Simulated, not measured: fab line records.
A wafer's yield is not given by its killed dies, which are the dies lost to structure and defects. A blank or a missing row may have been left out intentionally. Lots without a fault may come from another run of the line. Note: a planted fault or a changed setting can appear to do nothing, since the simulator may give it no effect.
fab line records :: flow n5_finfet
[record]
  lots = 4
  wafers = 11
  last_day = 17
route steps=1938 shown BEOL_M3@1011 BEOL_M4@1021 PASSIVATION@1936
lots that met no fault: from a run of the same line without faults
start_h: hours from the record's first day to the start of the lot's first wafer shown :: wait_h: time in hours since the lot's previous step :: " repeats the value in the row above :: L1.1+2: one row covering several wafers at once :: - value missing, or start not given :: * or withheld: withheld :: < > ~ a bound
route shown NAME@n: a module of which the file shows steps, and the number in the route of the first :: usual: average and standard deviation across the fault-free wafers :: same: alike in all rows :: chamber/n: place in a boat :: sites: each site's reading :: _std_site: their standard deviation :: _edge_site: the outer-site mean with the inner-site mean subtracted :: radius_mm: for every site, how far away it sits from the centre of the wafer :: mask NAME#n: copy n :: behind: the last tool/chamber to shape the wafer :: hold: what put the lot on hold/how long, in hours/how the hold closed :: device: names the non-switching transistor (n, p or np) :: end of line: the tests these same wafers got at the end of their route :: for a step that has no rows: nothing shown but its recipe :: killed: dies that structure and defects cost at the first sort, which is not the same as the wafer's yield :: map: dies across one wafer; x = killed, . = not, _ = none there
set.NAME: the setting as run; set.NAME@STEP: as run at that earlier step :: model.NAME: the simulator's own value behind a step, which no gauge read
lots at selected steps of the route; one table per step, one row per wafer
services: a tool's chamber out of use, with start hour (start_h, from the record's first day; less than 0 if before it), hours out, and reason
[[steps]]
[step N5_BEOL_M3_ECD_50]
[recipe]
  material = Cu
  target_thk_a = 3000
[step N5_BEOL_M3_ANNEAL_51]
[recipe]
  temp_c = 225
  time_s = 90
  ambient = N2
[step N5_BEOL_M3_CMP_52]
[recipe]
  stop_on = SiOC
  t_overpolish_s = 6.8
  down_force_psi = 1
  platen_rpm = 50
  clearing_platen_down_force_psi = 1.5
  clearing_platen_rpm = 50
  post_cmp_clean = cu_alkaline
  target_thk_nm = 40
  clearing_platen_pad_velocity_m_s = 0.99484
  pad_velocity_m_s = 0.99484
[step N5_BEOL_M3_PRE_CLEAN_60]
[recipe]
  gas = NH3/H2
  time_s = 15
  temp_c = *
  rf_power_w = 300
[step N5_BEOL_M3_CO_CAP_55]
[recipe]
  material = Co
  target_thk_a = 20
  temp_c = 200
  precursor = CCTBA/H2
  pressure_torr = 30
  time_s = 102.1
[step N5_BEOL_M3_PRE_CLEAN_56]
[recipe]
  gas = NH3
  time_s = 15
  temp_c = withheld
  rf_power_w = 300
[step N5_BEOL_M3_DEP_57]
[recipe]
  material = SiCN
  target_thk_a = 80
  temp_c = withheld
  precursor = 3MS/NH3
  pressure_torr = 3
  rf_w = 202
  time_s = 14
[step N5_BEOL_M4_ILD_DEP_00]
[recipe]
  material = SiOC
  target_thk_a = 790
  temp_c = 350
  precursor = DEMS/O2
  pressure_torr = 5
  rf_w = 500
  time_s = 15.3
[step N5_BEOL_M4_PECVD_72]
[recipe]
  material = SiO2
  target_thk_a = 160
  temp_c = 400
  precursor = TEOS/O2
  pressure_torr = 5.5
  rf_w = 450
  teos_flow_sccm = 53.8
  gas = O2
  flow_sccm = 3000
  time_s = 18
[usual]
  heater_power_w = 708/83
  showerhead_plenum_p_Torr = 8.76/0.072
  throttle_valve_pct = 21.9/1.2
lot.wafer: L631.1
tool: pecvd-01
chamber: 1
start_h: 191.72
wait_h: 0.0
heater_power_w: 800
showerhead_plenum_p_Torr: 8.68
throttle_valve_pct: 21.5
model.SiO2_of_BEOL_M4_PECVD_72.thk_nm: 16

lot.wafer: L631.4
tool: pecvd-01
chamber: 2
start_h: 191.72
wait_h: 0.0
heater_power_w: 772
showerhead_plenum_p_Torr: 8.75
throttle_valve_pct: 20.8
model.SiO2_of_BEOL_M4_PECVD_72.thk_nm: 16.4

lot.wafer: L631.5
tool: pecvd-01
chamber: 1
start_h: 191.72
wait_h: 0.0
heater_power_w: 797
showerhead_plenum_p_Torr: 8.71
throttle_valve_pct: 21.6
model.SiO2_of_BEOL_M4_PECVD_72.thk_nm: 16.4

lot.wafer: L638.3
tool: pecvd-01
chamber: 2
start_h: 234.88
wait_h: 0.0
heater_power_w: 788
showerhead_plenum_p_Torr: 8.75
throttle_valve_pct: 20.6
model.SiO2_of_BEOL_M4_PECVD_72.thk_nm: 23.8

lot.wafer: L638.5
tool: pecvd-01
chamber: 1
start_h: 234.88
wait_h: 0.0
heater_power_w: 720
showerhead_plenum_p_Torr: 8.69
throttle_valve_pct: 21.7
model.SiO2_of_BEOL_M4_PECVD_72.thk_nm: 16.4

lot.wafer: L640.1
tool: pecvd-01
chamber: 2
start_h: 245.61
wait_h: 0.0
heater_power_w: 823
showerhead_plenum_p_Torr: 8.76
throttle_valve_pct: 20.8
model.SiO2_of_BEOL_M4_PECVD_72.thk_nm: 24.2

lot.wafer: L640.3
tool: pecvd-01
chamber: 1
start_h: 245.61
wait_h: 0.0
heater_power_w: 706
showerhead_plenum_p_Torr: 8.69
throttle_valve_pct: 21.3
model.SiO2_of_BEOL_M4_PECVD_72.thk_nm: 15.8

lot.wafer: L640.4
tool: pecvd-01
chamber: 1
start_h: 245.61
wait_h: 0.0
heater_power_w: 682
showerhead_plenum_p_Torr: 8.69
throttle_valve_pct: 21.6
model.SiO2_of_BEOL_M4_PECVD_72.thk_nm: 16.2

lot.wafer: L648.1
tool: pecvd-03
chamber: 2
start_h: 297.99
wait_h: 0.0
heater_power_w: 574
showerhead_plenum_p_Torr: 8.76
throttle_valve_pct: 22.1
model.SiO2_of_BEOL_M4_PECVD_72.thk_nm: 15.6

lot.wafer: L648.4
tool: pecvd-03
chamber: 2
start_h: 297.99
wait_h: 0.0
heater_power_w: 596
showerhead_plenum_p_Torr: 8.74
throttle_valve_pct: 22.1
model.SiO2_of_BEOL_M4_PECVD_72.thk_nm: 16.2

lot.wafer: L648.6
tool: pecvd-03
chamber: 0
start_h: 297.99
wait_h: 0.0
heater_power_w: 734
showerhead_plenum_p_Torr: 8.89
throttle_valve_pct: 24.8
model.SiO2_of_BEOL_M4_PECVD_72.thk_nm: 15.8
[step N5_BEOL_M4_HM_DEP_02]
[recipe]
  material = TiN
  target_thk_a = 200
  temp_c = 25
  chamber_pressure_pa = 0.49996
[step N5_BEOL_M4_COAT_61]
[recipe]
  resist = SOC
  temp_c = 250
  time_s = 60
  spin_rpm = 1500
  resist_thk_nm = 60
[step N5_BEOL_M4_COAT_62]
[recipe]
  resist = SiARC
  temp_c = 220
  time_s = 60
  spin_rpm = 1500
  resist_thk_nm = 12
[step N5_BEOL_M4_COAT_73]
[recipe]
  resist = underlayer
  temp_c = 205
  time_s = 60
  spin_rpm = 1500
  resist_thk_nm = 5
[step N5_BEOL_M4_COAT_05]
[recipe]
  resist = CAR-EUV
  spin_rpm = 1500
  resist_thk_nm = 30
[step N5_BEOL_M4_EBR_07]
[recipe]
  solvent = PGMEA
  ebr_width_mm = 1.5
[step N5_BEOL_M4_SOFTBAKE_06]
[recipe]
  temp_c = 110
  time_s = 60
  resist = CAR-EUV
[step N5_BEOL_M4_EXPOSE_08]
[recipe]
  mask_id = M4
  na = 0.33
  source_shape = dipole
  sigma_inner = 0.369
  sigma_outer = 0.767
  polarization = unpolarized
  dose_mj = 41.25
[step N5_BEOL_M4_PEB_09]
[recipe]
  peb_temp_c = 100
  peb_time_s = 60
  resist = CAR-EUV
[step N5_BEOL_M4_DEVELOP_10]
[recipe]
  develop_time_s = 30
  developer = TMAH
  resist = CAR-EUV
  rinse_liquid = surfactant_rinse
  dry = air_spin
  dev_temp_c = 23
[step N5_BEOL_M4_DESCUM_16]
[recipe]
  chemistry = O2
  time_s = 7
  source_power_w = 50
  bias_power_w = 20
  pressure_mtorr = 20
  rf_frequency_hz = 2.712e+07
  temp_c = 40
  resist = CAR-EUV
  o2_flow_sccm = 225
[step N5_BEOL_M4_ETCH_74]
[recipe]
  chemistry = N2/H2
  target = underlayer
  target_depth_a = 65
  mask_material = CAR-EUV
  time_s = 5.2
  ion_energy_ev = 200
  pressure_mtorr = 30
  source_w = 840
  bias_w = 150
  n2_flow_sccm = 200
  h2_flow_sccm = 200
  ends = cleared
[step N5_BEOL_M4_ETCH_63]
[recipe]
  chemistry = CF4
  target = SiARC
  target_depth_a = 156
  mask_material = CAR-EUV
  time_s = 26
  ion_energy_ev = 80
  pressure_mtorr = 40
  source_w = 545
  bias_w = 36
  Ar_flow_sccm = 100
  cf4_flow_sccm = 100
  ends = cleared
[step N5_BEOL_M4_ETCH_64]
[recipe]
  chemistry = N2/H2
  target = SOC
  target_depth_a = 750
  overetch_a = 225
  mask_material = SiARC
  temp_c = 40
  time_s = 121.9
  ion_energy_ev = 200
  pressure_mtorr = 30
  source_w = 840
  bias_w = 150
  n2_flow_sccm = 200
  h2_flow_sccm = 200
[step N5_BEOL_M4_STRIP_65]
[recipe]
  chemistry = N2/H2
  temp_c = 40
  n2_flow_sccm = 200
  h2_flow_sccm = 200
  rf_frequency_hz = 6e+07
[step N5_BEOL_M4_STRIP_75]
[recipe]
  chemistry = N2/H2
  temp_c = 40
  n2_flow_sccm = 200
  h2_flow_sccm = 200
  rf_frequency_hz = 6e+07
[step N5_BEOL_M4_STRIP_66]
[recipe]
  chemistry = CF4
  resist = SiARC
  power_w = 300
  bias_power_w = 75
  pressure_mtorr = 50
  cf4_flow_sccm = 150
  rf_frequency_hz = 6e+07
[step N5_BEOL_M4_HM_OPEN_17]
[recipe]
  chemistry = Cl2/BCl3
  target_depth_a = 200
  overetch_a = 60
  target = TiN
  mask_material = SOC
  ion_energy_ev = 150
  pressure_mtorr = 10
  icp_w = 1000
  bias_w = 126
  Cl2_flow_sccm = 53.25
  bcl3_flow_sccm = 21.75
  Ar_flow_sccm = 25
[step N5_BEOL_M4_STRIP_19]
[recipe]
  chemistry = O2
  power_w = 400
  temp_c = 40
  pressure_mtorr = 30
  rf_frequency_hz = 6e+07
  bias_power_w = 0
  overash_fraction = 0.2
  o2_flow_sccm = 225
[step N5_BEOL_M4_COAT_67]
[recipe]
  resist = SOC
  temp_c = 250
  time_s = 60
  spin_rpm = 1500
  resist_thk_nm = 60
[step N5_BEOL_M4_COAT_68]
[recipe]
  resist = SiARC
  temp_c = 220
  time_s = 60
  spin_rpm = 1500
  resist_thk_nm = 12
[step N5_BEOL_M4_COAT_76]
[recipe]
  resist = underlayer
  temp_c = 205
  time_s = 60
  spin_rpm = 1500
  resist_thk_nm = 5
[step N5_BEOL_M4_COAT_22]
[recipe]
  resist = CAR-EUV
  spin_rpm = 1500
  resist_thk_nm = 30
[step N5_BEOL_M4_EBR_24]
[recipe]
  solvent = PGMEA
  ebr_width_mm = 1.5
[step N5_BEOL_M4_SOFTBAKE_23]
[recipe]
  temp_c = 110
  time_s = 60
  resist = CAR-EUV
[step N5_BEOL_M4_HM_STRIP_39]
[recipe]
  chemistry = peroxide_tin_strip
  material = TiN
  target_depth_a = 250
  temp_c = 50
  time_s = 158
[same]
  time_s = 158
lot.wafer: L631.1
tool: wet_bench-01
chamber: 3
start_h: 207.45
wait_h: 0.0
model.SiO2_of_BEOL_M4_PECVD_72.thk_nm: 15.8

lot.wafer: L631.4+5
tool: wet_bench-01
chamber: 0,4
start_h: 207.45
wait_h: 0.0
model.SiO2_of_BEOL_M4_PECVD_72.thk_nm: 16.2

lot.wafer: L638.3
tool: wet_bench-03
chamber: 4
start_h: 237.47
wait_h: 0.0
model.SiO2_of_BEOL_M4_PECVD_72.thk_nm: 23.8

lot.wafer: L638.5
tool: wet_bench-03
chamber: 1
start_h: 237.47
wait_h: 0.0
model.SiO2_of_BEOL_M4_PECVD_72.thk_nm: 16.2

lot.wafer: L640.1
tool: wet_bench-03
chamber: 0
start_h: 253.21
wait_h: 0.0
model.SiO2_of_BEOL_M4_PECVD_72.thk_nm: 24

lot.wafer: L640.3
tool: wet_bench-03
chamber: 3
start_h: 253.21
wait_h: 0.0
model.SiO2_of_BEOL_M4_PECVD_72.thk_nm: 15.6

lot.wafer: L640.4
tool: wet_bench-03
chamber: 1
start_h: 253.21
wait_h: 0.0
model.SiO2_of_BEOL_M4_PECVD_72.thk_nm: 16

lot.wafer: L648.1+6
tool: wet_bench-03
chamber: 7,1
start_h: 303.22
wait_h: 0.0
model.SiO2_of_BEOL_M4_PECVD_72.thk_nm: 15.6

lot.wafer: L648.4
tool: wet_bench-03
chamber: 0
start_h: 303.22
wait_h: 0.0
model.SiO2_of_BEOL_M4_PECVD_72.thk_nm: 16
[step N5_BEOL_M4_CMP_52]
[recipe]
  stop_on = SiOC
  t_overpolish_s = 6.8
  down_force_psi = 1
  platen_rpm = 50
  clearing_platen_down_force_psi = 1.5
  clearing_platen_rpm = 50
  post_cmp_clean = cu_alkaline
  target_thk_nm = 40
  clearing_platen_pad_velocity_m_s = 0.99484
  pad_velocity_m_s = 0.99484
[usual]
  barrier_field_endpoint_s = 25.0/0.62
  clearing_platen_rpm = 50.003/0.026
  edge_zone_pressure_frac = 1.000/0.0051
  motor_current_A = 6.3/0.55
  overpolish_run_s = 6.801/0.0085
  slurry_filter_dp_kPa = 13.50/0.14
  slurry_flow_ml_min = 150.0/0.43
lot.wafer: L631.1
tool: cmp-01
chamber: 2
start_h: 214.15
wait_h: 0.3
barrier_field_endpoint_s: 24.8
clearing_platen_rpm: 49.990
edge_zone_pressure_frac: 1.004
motor_current_A: 6.2
overpolish_run_s: 6.810
slurry_filter_dp_kPa: 13.47
slurry_flow_ml_min: 150.6

lot.wafer: L631.4
tool: cmp-01
chamber: 0
start_h: 214.15
wait_h: 0.3
barrier_field_endpoint_s: 24.8
clearing_platen_rpm: 49.958
edge_zone_pressure_frac: 0.993
motor_current_A: 5.5
overpolish_run_s: 6.814
slurry_filter_dp_kPa: 13.77
slurry_flow_ml_min: 150.3

lot.wafer: L631.5
tool: cmp-01
chamber: 1
start_h: 214.15
wait_h: 0.3
barrier_field_endpoint_s: 25.1
clearing_platen_rpm: 50.022
edge_zone_pressure_frac: 1.004
motor_current_A: 5.4
overpolish_run_s: 6.800
slurry_filter_dp_kPa: 13.70
slurry_flow_ml_min: 150.7

lot.wafer: L638.3
tool: cmp-01
chamber: 1
start_h: 243.20
wait_h: 0.2
barrier_field_endpoint_s: 34.7
clearing_platen_rpm: 49.984
edge_zone_pressure_frac: 1.004
motor_current_A: 5.5
overpolish_run_s: 6.483
slurry_filter_dp_kPa: 13.35
slurry_flow_ml_min: 149.1

lot.wafer: L638.5
tool: cmp-01
chamber: 1
start_h: 243.20
wait_h: 0.2
barrier_field_endpoint_s: 24.5
clearing_platen_rpm: 49.994
edge_zone_pressure_frac: 1.004
motor_current_A: 5.6
overpolish_run_s: 6.801
slurry_filter_dp_kPa: 13.48
slurry_flow_ml_min: 150.0

lot.wafer: L640.4
tool: cmp-03
chamber: 1
start_h: 256.64
wait_h: 0.2
barrier_field_endpoint_s: 25.5
clearing_platen_rpm: 49.980
edge_zone_pressure_frac: 1.000
motor_current_A: 6.8
overpolish_run_s: 6.795
slurry_filter_dp_kPa: 13.76
slurry_flow_ml_min: 150.2

lot.wafer: L640.3
tool: cmp-03
chamber: 2
start_h: 256.64
wait_h: 0.2
barrier_field_endpoint_s: 24.8
clearing_platen_rpm: 49.978
edge_zone_pressure_frac: 1.002
motor_current_A: 6.2
overpolish_run_s: 6.805
slurry_filter_dp_kPa: 13.61
slurry_flow_ml_min: 149.8

lot.wafer: L640.1
tool: cmp-03
chamber: 3
start_h: 256.64
wait_h: 0.2
barrier_field_endpoint_s: 35.4
clearing_platen_rpm: 49.994
edge_zone_pressure_frac: 0.999
motor_current_A: 7.4
overpolish_run_s: 5.801
slurry_filter_dp_kPa: 13.63
slurry_flow_ml_min: 150.3

lot.wafer: L648.1
tool: cmp-04
chamber: 0
start_h: 308.08
wait_h: 0.5
barrier_field_endpoint_s: 24.7
clearing_platen_rpm: 50.016
edge_zone_pressure_frac: 1.001
motor_current_A: 6.4
overpolish_run_s: 6.796
slurry_filter_dp_kPa: 13.57
slurry_flow_ml_min: 149.8

lot.wafer: L648.4
tool: cmp-04
chamber: 2
start_h: 308.08
wait_h: 0.5
barrier_field_endpoint_s: 25.3
clearing_platen_rpm: 49.974
edge_zone_pressure_frac: 1.005
motor_current_A: 6.5
overpolish_run_s: 6.800
slurry_filter_dp_kPa: 13.47
slurry_flow_ml_min: 151.1

lot.wafer: L648.6
tool: cmp-04
chamber: 3
start_h: 308.08
wait_h: 0.5
barrier_field_endpoint_s: 23.9
clearing_platen_rpm: 50.026
edge_zone_pressure_frac: 1.004
motor_current_A: 5.8
overpolish_run_s: 6.797
slurry_filter_dp_kPa: 13.27
slurry_flow_ml_min: 149.5
[step N5_BEOL_M4_RC_MEAS_101]
[usual]
  DIBL_N = 35.9/1.8
  DIBL_P = 36.2/2
  IOFF_N = 0.16/0.031
  IOFF_P = 0.22/0.041
  ION_N = 676/11
  ION_P = 465/8.5
  SS_N = 71.4/0.64
  SS_P = 73.2/0.7
  VT_N = 250/3.5
  VT_P = -250/3.9
lot.wafer: L631.1
tool: prober-02
chamber: 0
start_h: 214.72
wait_h: 0.0
DIBL_N[mV/V]: 33.6
DIBL_P[mV/V]: 33.3
IOFF_N[nA/um]: 0.11
IOFF_P[nA/um]: 0.15
ION_N[uA/um]: 660
ION_P[uA/um]: 449
SS_N[mV/dec]: 70.8
SS_P[mV/dec]: 72.5
VT_N[mV]: 256
VT_P[mV]: -255

lot.wafer: L631.4
tool: prober-02
chamber: 0
start_h: 214.72
wait_h: 0.0
DIBL_N[mV/V]: 36.3
DIBL_P[mV/V]: 36.2
IOFF_N[nA/um]: 0.16
IOFF_P[nA/um]: 0.19
ION_N[uA/um]: 682
ION_P[uA/um]: 464
SS_N[mV/dec]: 72.5
SS_P[mV/dec]: 74.1
VT_N[mV]: 248
VT_P[mV]: -255

lot.wafer: L631.5
tool: prober-02
chamber: 0
start_h: 214.72
wait_h: 0.0
DIBL_N[mV/V]: 35.6
DIBL_P[mV/V]: 34.8
IOFF_N[nA/um]: 0.15
IOFF_P[nA/um]: 0.18
ION_N[uA/um]: 665
ION_P[uA/um]: 453
SS_N[mV/dec]: 71.9
SS_P[mV/dec]: 72.7
VT_N[mV]: 248
VT_P[mV]: -257

lot.wafer: L638.3
tool: prober-02
chamber: 0
start_h: 244.12
wait_h: 0.3
DIBL_N[mV/V]: 35.1
DIBL_P[mV/V]: 36.4
IOFF_N[nA/um]: 0.16
IOFF_P[nA/um]: 0.23
ION_N[uA/um]: 681
ION_P[uA/um]: 473
SS_N[mV/dec]: 71.8
SS_P[mV/dec]: 74.0
VT_N[mV]: 252
VT_P[mV]: -246

lot.wafer: L638.5
tool: prober-02
chamber: 0
start_h: 244.12
wait_h: 0.3
DIBL_N[mV/V]: 34.5
DIBL_P[mV/V]: 35.5
IOFF_N[nA/um]: 0.15
IOFF_P[nA/um]: 0.21
ION_N[uA/um]: 673
ION_P[uA/um]: 468
SS_N[mV/dec]: 71.6
SS_P[mV/dec]: 74.1
VT_N[mV]: 250
VT_P[mV]: -248

lot.wafer: L640.1
tool: prober-01
chamber: 0
start_h: 257.21
wait_h: 0.0
DIBL_N[mV/V]: 36.1
DIBL_P[mV/V]: 36.0
IOFF_N[nA/um]: 0.19
IOFF_P[nA/um]: 0.23
ION_N[uA/um]: 679
ION_P[uA/um]: 468
SS_N[mV/dec]: 71.4
SS_P[mV/dec]: 73.5
VT_N[mV]: 246
VT_P[mV]: -247

lot.wafer: L640.3
tool: prober-01
chamber: 0
start_h: 257.21
wait_h: 0.0
DIBL_N[mV/V]: 34.1
DIBL_P[mV/V]: 33.3
IOFF_N[nA/um]: 0.14
IOFF_P[nA/um]: 0.19
ION_N[uA/um]: 678
ION_P[uA/um]: 468
SS_N[mV/dec]: 71.0
SS_P[mV/dec]: 72.1
VT_N[mV]: 251
VT_P[mV]: -250

lot.wafer: L640.4
tool: prober-01
chamber: 0
start_h: 257.21
wait_h: 0.0
DIBL_N[mV/V]: 34.7
DIBL_P[mV/V]: 35.0
IOFF_N[nA/um]: 0.16
IOFF_P[nA/um]: 0.23
ION_N[uA/um]: 666
ION_P[uA/um]: 464
SS_N[mV/dec]: 70.6
SS_P[mV/dec]: 72.8
VT_N[mV]: 248
VT_P[mV]: -248

lot.wafer: L648.1
tool: prober-02
chamber: 0
start_h: 308.65
wait_h: 0.0
DIBL_N[mV/V]: 38.0
DIBL_P[mV/V]: 38.0
IOFF_N[nA/um]: 0.19
IOFF_P[nA/um]: 0.25
ION_N[uA/um]: 691
ION_P[uA/um]: 473
SS_N[mV/dec]: 71.6
SS_P[mV/dec]: 73.5
VT_N[mV]: 245
VT_P[mV]: -244

lot.wafer: L648.4
tool: prober-02
chamber: 0
start_h: 308.65
wait_h: 0.0
DIBL_N[mV/V]: 37.1
DIBL_P[mV/V]: 37.1
IOFF_N[nA/um]: 0.17
IOFF_P[nA/um]: 0.24
ION_N[uA/um]: 687
ION_P[uA/um]: 476
SS_N[mV/dec]: 72.0
SS_P[mV/dec]: 73.5
VT_N[mV]: 245
VT_P[mV]: -249

lot.wafer: L648.6
tool: prober-02
chamber: 0
start_h: 308.65
wait_h: 0.0
DIBL_N[mV/V]: 39.0
DIBL_P[mV/V]: 39.6
IOFF_N[nA/um]: 0.22
IOFF_P[nA/um]: 0.29
ION_N[uA/um]: 698
ION_P[uA/um]: 482
SS_N[mV/dec]: 72.2
SS_P[mV/dec]: 74.0
VT_N[mV]: 244
VT_P[mV]: -246
[step N5_PASSIVATION_PROBE_49]
[usual]
  defect_limited_yield = 91.3/1.3
  killed_at_M0_to_M3 = 35/9.3
  killed_at_M4_up = 14/5.2
  killed_at_contacts = 12/5.9
  killed_at_front_end = 38/11
  killed_at_other = 4/3.7
  killed_dies = 103/15
  killed_open = 67/12
  killed_short = 34/8
  sort_bin_5_function = 5.1/0.88
  sort_bin_6_memory = 3.3/0.65
  sort_n_pass = 1077/15
  sort_yield_pct = 91.3/1.3
[same]
  gross_dies = 1180
  killed_at_back_side = 0
  sort_bin_4_leakage[%] = 0
  sort_bin_8_speed[%] = 0
lot.wafer: L631.1
tool: prober-01
chamber: -
start_h: 328.47
wait_h: 0.0
defect_limited_yield[%]: 92.4
killed_at_M0_to_M3: 29
killed_at_M4_up: 15
killed_at_contacts: 8
killed_at_front_end: 38
killed_at_other: 0
killed_dies: 90
killed_open: 65
killed_short: 24
sort_bin_5_function[%]: 4.4
sort_bin_6_memory[%]: 3.1
sort_n_pass: 1090
sort_yield_pct[%]: 92.4

lot.wafer: L631.4
tool: prober-01
chamber: -
start_h: 328.62
wait_h: 0.2
defect_limited_yield[%]: 90.4
killed_at_M0_to_M3: 41
killed_at_M4_up: 9
killed_at_contacts: 7
killed_at_front_end: 48
killed_at_other: 8
killed_dies: 113
killed_open: 71
killed_short: 40
sort_bin_5_function[%]: 5.8
sort_bin_6_memory[%]: 3.4
sort_n_pass: 1067
sort_yield_pct[%]: 90.4

lot.wafer: L631.5
tool: prober-01
chamber: -
start_h: 328.67
wait_h: 0.2
defect_limited_yield[%]: 92.0
killed_at_M0_to_M3: 31
killed_at_M4_up: 9
killed_at_contacts: 8
killed_at_front_end: 44
killed_at_other: 2
killed_dies: 94
killed_open: 54
killed_short: 39
sort_bin_5_function[%]: 4.7
sort_bin_6_memory[%]: 2.8
sort_n_pass: 1086
sort_yield_pct[%]: 92.0

lot.wafer: L638.3
tool: prober-01
chamber: -
start_h: 356.06
wait_h: 0.1
defect_limited_yield[%]: 92.8
killed_at_M0_to_M3: 36
killed_at_M4_up: 11
killed_at_contacts: 5
killed_at_front_end: 29
killed_at_other: 4
killed_dies: 85
killed_open: 42
killed_short: 42
sort_bin_5_function[%]: 4.1
sort_bin_6_memory[%]: 2.6
sort_n_pass: 1095
sort_yield_pct[%]: 92.8

lot.wafer: L638.5
tool: prober-01
chamber: -
start_h: 356.16
wait_h: 0.2
defect_limited_yield[%]: 94.3
killed_at_M0_to_M3: 30
killed_at_M4_up: 9
killed_at_contacts: 7
killed_at_front_end: 20
killed_at_other: 1
killed_dies: 67
killed_open: 45
killed_short: 21
sort_bin_5_function[%]: 3.9
sort_bin_6_memory[%]: 1.7
sort_n_pass: 1113
sort_yield_pct[%]: 94.3
// killed by level:class
L631.1 BEOL_M3:geometric_particle:open=11 FIN_SAQP:geometric_particle:open=9 MOL_CONTACT_COAG:geometric_particle:open=7 BEOL_M0_SAQP:geometric_particle:short=7 GATE_CUT:geometric_particle:short=6 BEOL_M0_SAQP:geometric_particle:open=6 GATE_CUT:geometric_particle:open=5 FIN_SAQP:geometric_particle:short=4
L631.4 BEOL_M3:geometric_particle:open=13 FIN_SAQP:geometric_particle:open=7 FIN_SAQP:geometric_particle:short=7 MOL_CONTACT_COAG:geometric_particle:open=7 BEOL_M0_SAQP:geometric_particle:open=7 BEOL_M0_SAQP:geometric_particle:short=6 BEOL_M0:geometric_particle:open=6 STI_FIN_REVEAL:geometric_particle:open=5
L631.5 BEOL_M0_SAQP:geometric_particle:short=10 FIN_SAQP:geometric_particle:short=9 BEOL_M3:geometric_particle:open=8 ILD0:geometric_particle:open=6 MOL_CONTACT_COAG:geometric_particle:open=6 STARTING-WAFER:geometric_particle:short=6 STI_FIN_REVEAL:geometric_particle:open=5 BEOL_M0_SAQP:geometric_particle:open=5
L638.3 BEOL_M0_SAQP:geometric_particle:short=15 BEOL_M0_SAQP:geometric_particle:open=7 FIN_SAQP:geometric_particle:short=4 DUMMY_GATE:geometric_particle:open=4 STARTING-WAFER:geometric_particle:short=4 BEOL_M3:geometric_particle:open=4 STI_FIN_REVEAL:geometric_particle:open=3 GATE_CUT:geometric_particle:short=3
L638.5 BEOL_M0_SAQP:geometric_particle:open=13 BEOL_M3:geometric_particle:open=6 GATE_CUT:geometric_particle:short=5 MOL_CONTACT_COAG:geometric_particle:open=5 BEOL_M1:geometric_particle:open=4 STARTING-WAFER:geometric_particle:open=4 STI_FIN_REVEAL:geometric_particle:open=3 BEOL_M0_SAQP:geometric_particle:short=3
[[services]]
tool: pecvd-01
chamber: 2
start_h: 176.43
hours: 2.1
kind: scheduled_down

tool: cmp-01
chamber: -
start_h: 189.89
hours: 0.5
kind: repair

tool: cmp-01
chamber: -
start_h: 193.71
hours: 0.6
kind: repair

tool: cmp-03
chamber: -
start_h: 198.46
hours: 2.4
kind: repair

tool: cmp-01
chamber: -
start_h: 207.65
hours: 1.6
kind: repair

tool: pecvd-01
chamber: 2
start_h: 208.98
hours: 16.5
kind: scheduled_down

tool: pecvd-03
chamber: 2
start_h: 239.01
hours: 5.5
kind: scheduled_down

tool: wet_bench-01
chamber: -
start_h: 245.79
hours: 2.5
kind: repair

tool: cmp-03
chamber: -
start_h: 266.47
hours: 0.5
kind: repair

tool: cmp-04
chamber: -
start_h: 273.88
hours: 2.7
kind: repair

tool: cmp-01
chamber: -
start_h: 276.31
hours: 4.0
kind: pm

tool: cmp-01
chamber: -
start_h: 280.31
hours: -
kind: consumable_replace:conditioner

tool: cmp-01
chamber: -
start_h: 280.31
hours: -
kind: consumable_replace:pad

tool: cmp-03
chamber: -
start_h: 305.50
hours: 4.0
kind: pm
[[key]]
[first_sign]
  step = N5_BEOL_M4_CMP_52
  reading = overpolish_run_s
  direction = down
  sigmas = 78
  usual = 6.801
  struck = 6.142
[effect]
  step = N5_BEOL_M4_CMP_52
  reading = barrier_field_endpoint_s
  direction = up
  sigmas = 16
  usual = 25.0
  struck = 35.1
[model_effect]
  step = N5_BEOL_M4_PECVD_72
  value = SiO2_of_BEOL_M4_PECVD_72.thk_nm
  without = 16.1
  struck = 24
[model_effect]
  step = N5_BEOL_M4_HM_STRIP_39
  value = SiO2_of_BEOL_M4_PECVD_72.thk_nm
  without = 16
  struck = 23.9
met_at N5_BEOL_M4_PECVD_72
struck_wafers L638.3,L640.1
onset_between 191.72 234.88
[fault]
  kind = process_parameter_drift
  tool = pecvd-01
  chamber = 2
  onset_h = 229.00
  steps = N5_BEOL_M4_PECVD_72
  channel = time_s
  offset = *
  shape = step
  end_h = 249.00
  acts_in = *
  stated = *
